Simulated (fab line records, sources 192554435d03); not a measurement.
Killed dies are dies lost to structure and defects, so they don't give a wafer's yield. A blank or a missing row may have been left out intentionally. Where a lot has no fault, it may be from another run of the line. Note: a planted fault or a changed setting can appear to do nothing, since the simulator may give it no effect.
A single fault, viewed from 3 desks / flow n5 finfet / numbers are kept per desk, each desk with only its own; the story behind them comes last

## FROM THE METROLOGY DESK
What the gauges read for every lot (on any tool): the sampled wafers with a number, averaged. If a lot's mean is further than 4 standard deviations from the usual mean, the lot is out of limits and carries the mark OUT (the distance appears in the brackets).
Columns: A = cd nm at N5_BEOL_M6_CD_MEAS_28, usual 40.01 nm; B = V5_OVL at N5_BEOL_M6_OVL_MEAS_29, usual 0.1 nm
lot=L423; first seen here=day 8 08:39; A=39.66; B=0.9
lot=L425; first seen here=day 9 03:19; A=40.23; B=-0.0
lot=L429; first seen here=day 10 00:34; A=39.95; B=-0.9
lot=L435; first seen here=day 11 12:32; A=39.64; B=-1.5
lot=L443; first seen here=day 14 02:19; A=39.95; B=-0.4
lot=L446; first seen here=day 15 08:33; A=40.20; B=0.2
This desk's verdict: no lot among the 6 shows anything out of limits.

## THE DEFECT DESK
Per lot, the means of the sampled wafers with a number show what the inspections along the route counted. If a lot's mean is further than 4 standard deviations from the usual mean, the lot is out of limits and carries the mark OUT (the distance appears in the brackets).
Columns: A = raw defect count at N5_BEOL_M6_INSPECT_30, usual 410
lot=L423; first seen here=day 8 08:44; A=379
lot=L425; first seen here=day 9 03:24; A=397
lot=L429; first seen here=day 10 00:40; A=401
lot=L435; first seen here=day 11 12:37; A=435
lot=L443; first seen here=day 14 02:24; A=402
lot=L446; first seen here=day 15 08:38; A=444
This desk's verdict: no lot among the 6 shows anything out of limits.

## DESK OF THE TOOL OWNER: rie diel-04
The tool's own readings at N5_BEOL_M6_VIA_ETCH_34 (etches SiCOH lowk in C4F6/O2, target depth 126.3 nm, time 50.9 s): means of the sampled wafers that have a number, for each lot that ran on this tool. If a lot's mean is further than 4 standard deviations from the usual mean, the lot is out of limits and carries the mark OUT (the distance appears in the brackets). Of its 8 readings 7 are shown: the one that was out of limits first, and those that lie furthest out on some lot.
Columns: A = drypump motor current A at N5_BEOL_M6_VIA_ETCH_34, usual 5.7 A; B = oes_ar_750_au at N5_BEOL_M6_VIA_ETCH_34, usual 0.80 a.u.; C = oes product au at N5_BEOL_M6_VIA_ETCH_34, usual 0.79 a.u.; D = rf fwd power W at N5_BEOL_M6_VIA_ETCH_34, usual 341.1 W; E = rf vpp V at N5_BEOL_M6_VIA_ETCH_34, usual 659 V; F = run length s at N5_BEOL_M6_VIA_ETCH_34, usual 74.0 s; G = throttle valve pct at N5_BEOL_M6_VIA_ETCH_34, usual 20.76 %
lot=L435; first seen here=day 11 12:53; A=5.4; B=0.75; C=0.75; D=340.5; E=652; F=73.7; G=20.69
lot=L443; first seen here=day 14 02:48; A=5.3; B=0.75; C=0.74; D=342.8; E=654; F=77.8 (+9.0) OUT; G=20.55
lot=L446; first seen here=day 15 09:31; A=5.5; B=0.69; C=0.67; D=338.9; E=650; F=75.7; G=20.75
This desk finds L443 out of limits, L443 being first, at day 14 02:48 (run length s at N5_BEOL_M6_VIA_ETCH_34). Within limits: L435, L446.

## TAKEN TOGETHER
An alarm could have come from the tool owner's desk at day 14 02:48, on L443.
At the metrology desk, nothing out of limits was observed.
No out-of-limits result turned up at the defect desk.
The metrology desk holds a record of L443, inside its limits.
The defect desk has L443 on record, within its limits.
On rie diel-04, each named lot ran N5_BEOL_M6_VIA_ETCH_34.

## WHAT THE SIMULATOR HAD PUT IN
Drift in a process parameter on rie diel-04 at N5_BEOL_M6_VIA_ETCH_34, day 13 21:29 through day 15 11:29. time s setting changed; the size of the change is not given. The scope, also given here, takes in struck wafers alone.
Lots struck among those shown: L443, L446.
Each desk's first reading out of limits, in hours after the fault started: the tool owner's desk, 5.
